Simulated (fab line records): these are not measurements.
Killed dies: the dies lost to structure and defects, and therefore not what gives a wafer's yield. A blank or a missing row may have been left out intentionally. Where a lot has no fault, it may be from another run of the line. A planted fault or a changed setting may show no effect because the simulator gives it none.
A lot that was struck, set against a sound lot	flow nandHarc	24 out of 1302 route steps
Sound: wafers L355.2, L355.4, L355.6. Wafers L368.2, L368.3, L368.6 were the ones struck. Last of all comes the cause.
For every step that has rows: the tool of each side, followed by ch and its chambers, followed by its first start. Under that, the readings that differ: sound wafers	struck wafers	difference of the means	sigmas: that difference in standard deviations of wafers without a fault.
alike: readings whose means differ by less than 2 such deviations, and words and numbers that are the same on both sides. not compared: withheld readings, readings that some wafer has no value for, bounds like >300 that may hide the same value, and numbers for which the record gives no deviation and whose values overlap.
The two part at a step that has a row with sigmas, a row that says differs or no value, or rows on one side only. Numbers that have no deviation but don't overlap get no sigmas and don't part them. A reading that every wafer of one side lacks parts them only if that side has two wafers or more.

first, 1 step without rows for these wafers: NHARC_A_M0_SRD_25.
NHARC_A_M0_INSPECT_27:
  struck on defectInspect-02, day 28 10:56; sound on defectInspect-01, day 22 22:25
  alike: rawDefectCount
NHARC_A_M0_PRE_CLEAN_31: time 12 s.
  sound on pecvd-02 ch 0,2, day 22 22:31; struck on pecvd-04 ch 1,2, day 28 11:01
  alike: heaterPowerW
NHARC_A_M0_DEP_32: deposits SiCN, target thk 30 nm.
  sound on pecvd-02 ch 0,2, day 22 22:40; struck on pecvd-04 ch 1,2, day 28 11:05
  alike: heaterPowerW
then, 7 steps without rows for these wafers: NHARC_A_M1_DEP_00 (deposits SiOC, target thk 182.5 nm); NHARC_A_M1_DEHYDRATE_01 (time 120 s); NHARC_A_M1_HMDS_02 (time 30 s); NHARC_A_M1_COAT_34 (time 65 s); NHARC_A_M1_COAT_03 (resist thk 90 nm); NHARC_A_M1_SOFTBAKE_04 (time 55 s); NHARC_A_M1_EBR_05.
NHARC_A_M1_EXPOSE_06: exposes mask A M1, target cd 120 nm.
  sound on arfiScanner-02 ch 0, day 22 23:41; struck on arfiScanner-03 ch 0, day 28 12:11
reading	sound	struck	difference	sigmas
exposureDoseMJCm2	75.30 75.26 75.15	119.84 119.95 119.94	+44.67	+99 or more
  alike: mask
then, 2 steps without rows for these wafers: NHARC_A_M1_PEB_07 (peb time 65 s); NHARC_A_M1_DEVELOP_08 (develop time 35 s).
NHARC_A_M1_CD_MEAS_09: target cd 120 nm.
  sound on cdSem-02 ch 0, day 22 23:49; struck on cdSem-02 ch 0, day 28 12:20
reading	sound	struck	difference	sigmas
cdNm (nm)	119.9 119.6 119.5	147.9 147.7 149.3	+28.6	+50
NHARC_A_M1_OVL_MEAS_10: pitch 240 nm.
  struck on overlay-01, day 28 12:25; sound on overlay-02, day 22 23:54
reading	sound	struck	difference	sigmas
overlayYNm (nm)	-0.8 -0.6 -0.3	1.6 1.2 2.4	+2.3	+3
  alike: overlayXNm
NHARC_A_M1_INSPECT_11:
  struck on defectInspect-02, day 28 12:28; sound on defectInspect-01, day 22 23:56
  alike: rawDefectCount
NHARC_A_M1_DESCUM_14: chemistry O2, time 3 s.
  sound on rieDiel-03 ch 1,2,3, day 23 00:01; struck on rieDiel-07 ch 0,1,2, day 28 12:32
reading	sound	struck	difference	sigmas
throttleValvePct (%)	11.302 11.304 11.306	11.322 11.314 11.335	+0.020	+2
model.A_M1.cdNm (nm)	118.9 119.7 119.1	147.5 148.1 149.2	+29.0	
  alike: drypumpMotorCurrentA, oesProductAu, rfVppV, showerheadPlenumPTorr
  not compared: rfHoursCounterH
NHARC_A_M1_ETCH_35: etches the open film in N2/H2, target depth 40 nm, overetch 12 nm, time 43.94 s.
  sound on rieDiel-03 ch 0,2,3, day 23 00:05; struck on rieDiel-07 ch 0,1,2, day 28 12:37
  alike: drypumpMotorCurrentA, h2FlowSccm, n2FlowSccm, oesProductAu, rfVppV, showerheadPlenumPTorr, throttleValvePct
  not compared: rfHoursCounterH
NHARC_A_M1_ETCH_15: etches the open film in C4F8/Ar, target depth 182.5 nm, time 91.2 s.
  sound on rieDiel-03 ch 0,3; struck on rieDiel-07 ch 0,3
  alike: oesProductAu, rfVppV
  not compared: rfHoursCounterH
NHARC_A_M1_CD_MEAS_16:
  struck on cdSem-02, day 28 12:49; sound on cdSem-02, day 23 00:19
reading	sound	struck	difference	sigmas
cdNm (nm)	118.8 119.7 118.4	147.9 147.5 149.1	+29.2	+35
NHARC_A_M1_STRIP_18: strips in N2/H2.
  sound on rieDiel-02 ch 2,3, day 23 00:23; struck on rieDiel-02 ch 0,2,3, day 28 12:54
  alike: drypumpMotorCurrentA, h2FlowSccm, n2FlowSccm, oesProductAu, rfVppV, showerheadPlenumPTorr, throttleValvePct
  not compared: rfHoursCounterH
NHARC_A_M1_ETCH_28: etches the open film in CF4/N2, target depth 30 nm, time 72.99 s.
  sound on rieDiel-02 ch 0,3; struck on rieDiel-02 ch 1,3
reading	sound	struck	difference	sigmas
model.A_M1.cdNm (nm)	118.6 119.2 118.8	147.7 147.1 149.8	+29.3	
  alike: drypumpMotorCurrentA, n2FlowSccm, oesProductAu, rfVppV, showerheadPlenumPTorr, throttleValvePct
  not compared: rfHoursCounterH
then, 1 step without rows for these wafers: NHARC_A_M1_STRIP_19 (strips in post etch residue remover, time 600 s).

## WHERE THEY PART
First at NHARC_A_M1_EXPOSE_06; last, within this record, at NHARC_A_M1_CD_MEAS_16. Later steps at which nothing parts them and some readings are alike: NHARC_A_M1_STRIP_18, NHARC_A_M1_ETCH_28.

WHY: what had been put in by the simulator
Process parameter drift: arfiScanner-03, from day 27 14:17 on, at NHARC_A_M1_EXPOSE_06. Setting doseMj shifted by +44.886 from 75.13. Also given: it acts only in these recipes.
